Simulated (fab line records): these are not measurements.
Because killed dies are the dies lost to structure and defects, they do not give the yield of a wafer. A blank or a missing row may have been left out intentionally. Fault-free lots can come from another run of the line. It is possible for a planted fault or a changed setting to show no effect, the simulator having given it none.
Matching of chambers :: flow nand harc :: NHARC_P_M2_CMP_23 on cmp-03 has 4 sister chambers
The step polishes, t overpolish 20 s, target thk 144.3 nm. 8 wafers are shown with their chamber, then 7 later ones without.

== WAFERS, EACH WITH ITS CHAMBER ==
wafer: L808.6
chamber: 0
motor current A (A): 13.4
time to endpoint s (s): 30

wafer: L809.3
chamber: 1
motor current A (A): 13.9
time to endpoint s (s): 41

wafer: L818.4
chamber: 3
motor current A (A): 10.8
time to endpoint s (s): 26

wafer: L822.1
chamber: 3
motor current A (A): 10.5
time to endpoint s (s): 27

wafer: L822.2
chamber: 2
motor current A (A): 12.6
time to endpoint s (s): 25

wafer: L822.3
chamber: 1
motor current A (A): 14.0
time to endpoint s (s): 34

wafer: L823.4
chamber: 0
motor current A (A): 13.0
time to endpoint s (s): 25

wafer: L823.5
chamber: 2
motor current A (A): 12.5
time to endpoint s (s): 27

== WAFERS WITH NO CHAMBER GIVEN ==
wafer: L823.6
motor current A (A): 14.6
time to endpoint s (s): 32

wafer: L826.3
motor current A (A): 14.3
time to endpoint s (s): 33

wafer: L826.5
motor current A (A): 11.4
time to endpoint s (s): 26

wafer: L826.6
motor current A (A): 12.9
time to endpoint s (s): 27

wafer: L828.1
motor current A (A): 10.5
time to endpoint s (s): 26

wafer: L828.2
motor current A (A): 14.4
time to endpoint s (s): 35

wafer: L828.5
motor current A (A): 10.4
time to endpoint s (s): 24

== THE CHAMBER EACH PASSED THROUGH ==
wafer: L823.6
from the rows above: 1
in truth: 1

wafer: L826.3
from the rows above: 1
in truth: 1

wafer: L826.5
from the rows above: 3
in truth: 3

wafer: L826.6
from the rows above: can't be placed: 0 or 2
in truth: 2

wafer: L828.1
from the rows above: 3
in truth: 3

wafer: L828.2
from the rows above: 1
in truth: 1

wafer: L828.5
from the rows above: 3
in truth: 3
Correct placement for 6 of the 7. Unplaceable from these rows: 1, with the true chamber sitting among the candidates in 1. Placed wrongly: 0.
How it was worked out, from the rows above alone: a wafer's distance from a chamber is the root of the sum, over the readings, of the square of ((its reading less the chamber's mean) divided by the reading's scatter). If the next closest chamber is less than 2 further off than the closest, the wafer can't be placed; otherwise it belongs to the closest. Each chamber's mean is taken over the wafers shown for it. How the scatter is found: for the shown wafers, subtract from each reading the mean of its chamber, square and add these, divide the total by (wafers less chambers), then take the root.
